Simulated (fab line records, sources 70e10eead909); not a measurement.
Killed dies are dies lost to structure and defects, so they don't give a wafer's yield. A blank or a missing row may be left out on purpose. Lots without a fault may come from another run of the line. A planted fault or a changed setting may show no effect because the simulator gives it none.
Which tool did it? | flow nand_harc | 15 lots, 45 wafers sampled, at 6 steps of a route of 1159

WHAT THE GAUGES READ, wafer by wafer
NHARC_A_M1_CD_MEAS_09: target cd 120 nm.
lot  | measured     | on        | cd_nm (nm)
L937 | day 18 07:52 | cd_sem-01 | 119.9 120.4 119.5
L940 | day 18 08:45 | cd_sem-01 | 119.3 119.3 118.8
L936 | day 18 11:21 | cd_sem-01 | 120.3 119.8 120.6
L935 | day 18 19:10 | cd_sem-02 | 120.1 120.3 119.5
L938 | day 18 19:27 | cd_sem-01 | 120.2 119.9 119.5
L944 | day 19 12:12 | cd_sem-02 | 120.4 119.8 120.1
L945 | day 19 22:12 | cd_sem-03 | 118.8 120.4 119.8
L942 | day 19 23:20 | cd_sem-01 | 119.9 119.4 119.1
L950 | day 20 12:00 | cd_sem-02 | 119.8 118.5 118.4
L948 | day 21 04:16 | cd_sem-02 | 121.3 119.4 120.2
L952 | day 22 01:56 | cd_sem-03 | 119.9 120.2 120.0
L954 | day 22 11:31 | cd_sem-03 | 119.9 119.5 119.5
L958 | day 22 22:59 | cd_sem-02 | 118.8 119.4 119.3
L956 | day 23 03:05 | cd_sem-03 | 119.0 120.3 119.6
L957 | day 23 06:00 | cd_sem-03 | 118.8 119.8 119.6

NHARC_A_M1_THK_MEAS_24: measures by xrf.
lot  | measured     | on            | thk_nm (nm)
L937 | day 18 10:28 | film_metro-01 | 154.1 152.4 153.9
L940 | day 18 11:25 | film_metro-01 | 154.5 156.6 154.9
L936 | day 18 14:09 | film_metro-01 | 154.4 152.7 152.8
L935 | day 18 21:54 | film_metro-01 | 156.5 156.7 154.2
L938 | day 18 22:04 | film_metro-01 | 154.3 156.8 153.9
L944 | day 19 14:51 | film_metro-01 | 152.6 152.1 153.9
L945 | day 20 00:50 | film_metro-01 | 31.4 30.2 29.9
L942 | day 20 01:56 | film_metro-02 | 31.6 31.6 30.0
L950 | day 20 14:38 | film_metro-01 | 30.2 29.3 29.0
L948 | day 21 07:24 | film_metro-01 | 153.7 152.5 154.3
L952 | day 22 04:32 | film_metro-01 | 152.1 153.0 153.8
L954 | day 22 14:08 | film_metro-02 | 154.5 154.7 155.5
L958 | day 23 01:50 | film_metro-02 | 152.4 151.9 152.6
L956 | day 23 05:52 | film_metro-02 | 154.4 152.2 154.6
L957 | day 23 08:43 | film_metro-01 | 151.5 153.7 152.6

NHARC_A_M1_INSPECT_27.
lot  | measured     | on                | raw_defect_count
L937 | day 18 10:38 | defect_inspect-02 | 365 429 284
L940 | day 18 11:34 | defect_inspect-01 | 445 404 491
L936 | day 18 14:18 | defect_inspect-02 | 470 298 313
L935 | day 18 22:03 | defect_inspect-01 | 350 373 545
L938 | day 18 22:14 | defect_inspect-01 | 463 347 385
L944 | day 19 15:01 | defect_inspect-02 | 458 437 527
L945 | day 20 01:00 | defect_inspect-01 | 322 364 296
L942 | day 20 02:06 | defect_inspect-01 | 557 353 493
L950 | day 20 14:47 | defect_inspect-02 | 562 402 642
L948 | day 21 07:34 | defect_inspect-01 | 294 559 361
L952 | day 22 04:41 | defect_inspect-01 | 570 360 419
L954 | day 22 14:18 | defect_inspect-01 | 427 340 401
L958 | day 23 02:01 | defect_inspect-02 | 401 439 426
L956 | day 23 06:01 | defect_inspect-02 | 331 489 343
L957 | day 23 08:52 | defect_inspect-02 | 391 356 344

WHICH TOOL RAN EACH LOT (tool, then ch and the chambers of the sampled wafers, then the start)
lot  | NHARC_A_M1_STRIP_18                | NHARC_A_M1_ECD_22              | NHARC_A_M1_CMP_23
L937 | rie_diel-08 ch 0,1,2, day 18 08:27 | ecd_cu-02 ch 0,1, day 18 09:26 | cmp-02 ch 0,2,3, day 18 10:10
L940 | rie_diel-12 ch 0,1,3, day 18 09:19 | ecd_cu-01 ch 0,1, day 18 10:20 | cmp-02 ch 0,1,3, day 18 11:07
L936 | rie_diel-08 ch 0,2,3, day 18 11:55 | ecd_cu-01 ch 0,1, day 18 12:59 | cmp-03 ch 0,1,3, day 18 13:50
L935 | rie_diel-12 ch 0,2, day 18 19:46   | ecd_cu-01 ch 0,1, day 18 20:47 | cmp-04 ch 0,1,3, day 18 21:37
L938 | rie_diel-10 ch 0,2,3, day 18 20:02 | ecd_cu-02 ch 0,1, day 18 21:01 | cmp-04 ch 0,2,3, day 18 21:45
L944 | rie_diel-10 ch 1,3, day 19 12:46   | ecd_cu-02 ch 0,1, day 19 13:46 | cmp-04 ch 0,2, day 19 14:34
L945 | rie_diel-10 ch 0,1,3, day 19 22:47 | ecd_cu-02 ch 0,1, day 19 23:52 | cmp-03 ch 1,2,3, day 20 00:32
L942 | rie_diel-10 ch 1,3, day 19 23:55   | ecd_cu-01 ch 0,1, day 20 00:54 | cmp-02 ch 0,2,3, day 20 01:39
L950 | rie_diel-08 ch 0,2, day 20 12:35   | ecd_cu-01 ch 0,1, day 20 13:38 | cmp-04 ch 0,3, day 20 14:19
L948 | rie_diel-12 ch 0,1, day 21 05:22   | ecd_cu-02 ch 0,1, day 21 06:25 | cmp-03 ch 1,3, day 21 07:05
L952 | rie_diel-08 ch 1,2,3, day 22 02:29 | ecd_cu-01 ch 0,1, day 22 03:32 | cmp-02 ch 0,2,3, day 22 04:13
L954 | rie_diel-10 ch 0,1,3, day 22 12:08 | ecd_cu-02 ch 0,1, day 22 13:12 | cmp-03 ch 1,3, day 22 13:51
L958 | rie_diel-08 ch 0,3, day 22 23:37   | ecd_cu-02 ch 0,1, day 23 00:37 | cmp-03 ch 2,3, day 23 01:31
L956 | rie_diel-08 ch 0,1,3, day 23 03:44 | ecd_cu-01 ch 1, day 23 04:49   | cmp-02 ch 0,2, day 23 05:33
L957 | rie_diel-08 ch 1,3, day 23 06:38   | ecd_cu-01 ch 1, day 23 07:41   | cmp-03 ch 0,3, day 23 08:24
- NHARC_A_M1_STRIP_18: strips in N2/H2.
- NHARC_A_M1_ECD_22: material Cu, target thk 400 nm.
- NHARC_A_M1_CMP_23: polishes, t overpolish 20 s, target thk 154.34 nm.

WHAT THE TOOLS THEMSELVES READ (means of the sampled wafers that have a number; where no wafer has one, the mark that the record gives instead)
NHARC_A_M1_STRIP_18.
lot  | tool        | drypump_motor_current_A (A) | oes_product_au (a.u.) | rf_fwd_power_W (W) | rf_vpp_V (V) | showerhead_plenum_p_Torr (Torr) | throttle_valve_pct (%)
L937 | rie_diel-08 | 5.7                         | 0.996                 | 998.8              | 91.5         | 2.09                            | 14.166
L940 | rie_diel-12 | 5.9                         | 0.999                 | 992.7              | 91.1         | 2.13                            | 14.166
L936 | rie_diel-08 | 5.7                         | 0.997                 | 998.4              | 91.6         | 2.12                            | 14.164
L935 | rie_diel-12 | 5.6                         | 0.999                 | 994.0              | 91.8         | 2.09                            | 14.167
L938 | rie_diel-10 | 5.4                         | 0.991                 | 997.3              | 90.2         | 1.96                            | 14.167
L944 | rie_diel-10 | 5.3                         | 0.996                 | 999.5              | 90.7         | 1.98                            | 14.168
L945 | rie_diel-10 | 5.6                         | 0.992                 | 996.3              | 89.7         | 1.99                            | 14.167
L942 | rie_diel-10 | 5.3                         | 0.991                 | 998.7              | 90.6         | 1.98                            | 14.176
L950 | rie_diel-08 | 5.8                         | 0.991                 | 995.9              | 90.6         | 2.09                            | 14.169
L948 | rie_diel-12 | 6.0                         | 0.990                 | 994.2              | 90.6         | 2.09                            | 14.173
L952 | rie_diel-08 | 5.4                         | 1.001                 | 996.6              | 90.8         | 2.07                            | 14.167
L954 | rie_diel-10 | 5.6                         | 0.999                 | 997.9              | 90.5         | 1.99                            | 14.167
L958 | rie_diel-08 | 5.9                         | 1.007                 | 998.1              | 90.0         | 2.17                            | 14.170
L956 | rie_diel-08 | 5.6                         | 1.002                 | 997.5              | 91.9         | 2.12                            | 14.175
L957 | rie_diel-08 | 5.3                         | 0.991                 | 999.6              | 90.9         | 2.07                            | 14.172

NHARC_A_M1_ECD_22.
lot  | tool      | bath_heat_duty_pct (%) | bath_temp_c (C)
L937 | ecd_cu-02 | 5.7                    | 24.99
L940 | ecd_cu-01 | 6.2                    | 24.89
L936 | ecd_cu-01 | 6.9                    | 25.03
L935 | ecd_cu-01 | 6.7                    | 25.08
L938 | ecd_cu-02 | 6.3                    | 24.99
L944 | ecd_cu-02 | 6.7                    | 25.02
L945 | ecd_cu-02 | -                      | -
L942 | ecd_cu-01 | -                      | -
L950 | ecd_cu-01 | -                      | -
L948 | ecd_cu-02 | 5.9                    | 24.99
L952 | ecd_cu-01 | 6.7                    | 24.99
L954 | ecd_cu-02 | 5.6                    | 25.00
L958 | ecd_cu-02 | 5.7                    | 25.05
L956 | ecd_cu-01 | 6.7                    | 25.13
L957 | ecd_cu-01 | 6.7                    | 25.19

NHARC_A_M1_CMP_23.
lot  | tool   | motor_current_A (A) | pad_life_wafers | time_to_endpoint_s (s)
L937 | cmp-02 | 12.7                | 475             | 28.7
L940 | cmp-02 | 13.5                | 488             | 31.1
L936 | cmp-03 | 12.1                | 343             | 24.4
L935 | cmp-04 | 12.1                | 164             | 30.2
L938 | cmp-04 | 10.8                | 169             | 27.1
L944 | cmp-04 | 10.2                | 272             | 30.9
L945 | cmp-03 | 11.9                | 2               | 2.5
L942 | cmp-02 | 12.8                | 170             | 2.5
L950 | cmp-04 | 11.0                | 444             | 5.5
L948 | cmp-03 | 11.4                | 169             | 27.1
L952 | cmp-02 | 12.6                | 415             | 26.9
L954 | cmp-03 | 11.7                | 350             | 26.0
L958 | cmp-03 | 11.5                | 414             | 27.0
L956 | cmp-02 | 12.3                | 13              | 27.7
L957 | cmp-03 | 12.1                | 450             | 25.3

THE ANSWER, worked out from the rows above alone
Rule: what is usual is taken from the lots themselves. Put in order of their means at a reading, lots are off if they are a third of the lots or fewer, leave a main group of 4 or more, and stand apart from it by a gap of 3 or more times the standard deviation of the main group's means; of several such gaps the widest counts. A main group whose means are all the same, to the digits that the tables above print for the reading, isn't used. A lot without any number at a reading at which 4 lots or more have one is off too. The other lots that the step has rows for count as sound. The gauges are gone through in route order, then the tools' own readings, and for those a lot's mean is taken as printed above. The first step at which some lot is off is used, and at that step the reading that is off furthest; a lot without a number counts as furthest.
Off: L945, L942, L950, at NHARC_A_M1_THK_MEAS_24 (thk_nm). The main group: mean 153.8 nm, standard deviation 1.1.
A tool fits if, at a process step before that reading, it ran every lot that is off, and no sound lot after the first of them. The gauges at NHARC_A_M1_THK_MEAS_24 aren't tried: what is off there is off at NHARC_A_M1_ECD_22 too, on other tools, and a gauge's error can't cause that. None of those tried fits.

WHAT THE SIMULATOR HAD PUT IN
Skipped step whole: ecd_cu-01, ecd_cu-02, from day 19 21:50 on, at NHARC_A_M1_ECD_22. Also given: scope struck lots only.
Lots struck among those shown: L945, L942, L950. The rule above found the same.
